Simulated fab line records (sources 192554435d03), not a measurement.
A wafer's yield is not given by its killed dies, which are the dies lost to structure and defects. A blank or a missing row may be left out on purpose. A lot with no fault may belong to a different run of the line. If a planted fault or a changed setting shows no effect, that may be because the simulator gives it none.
A lot that was struck, set against a sound lot    flow n5Finfet    16 steps out of a route of 1938
Sound: these wafers, L237.1, L237.6. Wafers L232.3, L232.4, L232.6 were the ones struck. The cause is given at the end.
Order at every step that has rows: each side's tool, ch and its chambers, its first start. Under that, the readings that differ: sound wafers    struck wafers    difference of the means    sigmas: that difference in standard deviations of wafers without a fault.
alike: words and numbers the same on both sides, and readings whose means are apart by under 2 such deviations; not compared: readings that were withheld, readings missing a value for some wafer, numbers with overlapping values and no deviation given by the record, and bounds like >300 which may hide the same value.
Wherever a step has rows on one side only, a row that says differs or no value, or a row with sigmas, the two part there. Non-overlapping numbers with no deviation appear without sigmas and do not part them. A reading missing from all wafers of one side parts the sides only when that side holds two or more wafers.

first, 11 steps without rows for these wafers: N5_GATE_CUT_DESCUM_18 (chemistry O2, time 7 s); N5_GATE_CUT_ETCH_28 (etches underlayer in N2/H2, target depth 13 nm, time 10.4 s); N5_GATE_CUT_ETCH_36 (etches SiARC in CF4, target depth 13 nm, time 21.7 s); N5_GATE_CUT_ETCH_37 (etches SOC in N2/H2, target depth 60 nm, overetch 12 nm, time 90 s); N5_GATE_CUT_STRIP_38 (strips in N2/H2); N5_GATE_CUT_STRIP_39 (strips in N2/H2); N5_GATE_CUT_HM_OPEN_40 (chemistry C4F6/O2, target SiO2, target depth 139 nm, time 85.1 s); N5_GATE_CUT_STRIP_41 (strips in CF4); N5_GATE_CUT_STRIP_42 (strips in O2); N5_GATE_CUT_ETCH_19 (etches SiNx in CH3F/O2, target depth 53.7 nm, time 76.7 s); N5_GATE_CUT_CUT_ETCH_53 (etches W in SF6/Cl2, target depth 79.2 nm).
N5_GATE_CUT_CUT_ETCH_54: etches TiN in Cl2/BCl3, target depth 96.7 nm.
  sound on rieMetal-03 ch 1, day 10 10:14; struck on rieMetal-01 ch 0,1, day 8 13:54
  no value came back on the struck wafers for any of 6 readings (bcl3FlowSccm (sccm), biasW (W) and others); on the sound wafers bcl3FlowSccm (sccm) reads 21.68 21.66
  not compared: rfHoursCounterH
N5_GATE_CUT_CUT_ETCH_55: etches HfO2 in BCl3, target depth 3.2 nm.
  sound on rieMetal-03 ch 1, day 10 10:17; struck on rieMetal-01 ch 0,1, day 8 13:57
reading                   sound      struck          difference  sigmas
drypumpMotorCurrentA (A)  6.7 6.7    5.9 4.9 5.9     -1.1        -3
oesProductAu (a.u.)       0.83 0.82  0.23 0.27 0.24  -0.58       -7
  alike: bcl3FlowSccm, biasW, throttleValvePct
  not compared: rfHoursCounterH
then, 1 step without rows for these wafers: N5_GATE_CUT_ETCH_47 (etches SiO2 in Cl2/BCl3, target depth 10 nm).
N5_BEOL_M4_RC_MEAS_101:
  the record has rows for the sound wafers here (prober-01 ch 0, day 13 19:56) and none for the struck ones
-- a jump in the record: the struck wafers' starts before and after are 8 days apart (it breaks off in module BEOL_M4 and resumes in module PASSIVATION, where the first step shown is number 1936 of the route) --
N5_PASSIVATION_PROBE_49:
  the record has rows for the struck wafers here (prober-02, day 16 12:41) and none for the sound ones

## WHERE THEY PART
Last at N5_PASSIVATION_PROBE_49 as far as this record goes, first at N5_GATE_CUT_CUT_ETCH_54.

WHY: what had been put in by the simulator
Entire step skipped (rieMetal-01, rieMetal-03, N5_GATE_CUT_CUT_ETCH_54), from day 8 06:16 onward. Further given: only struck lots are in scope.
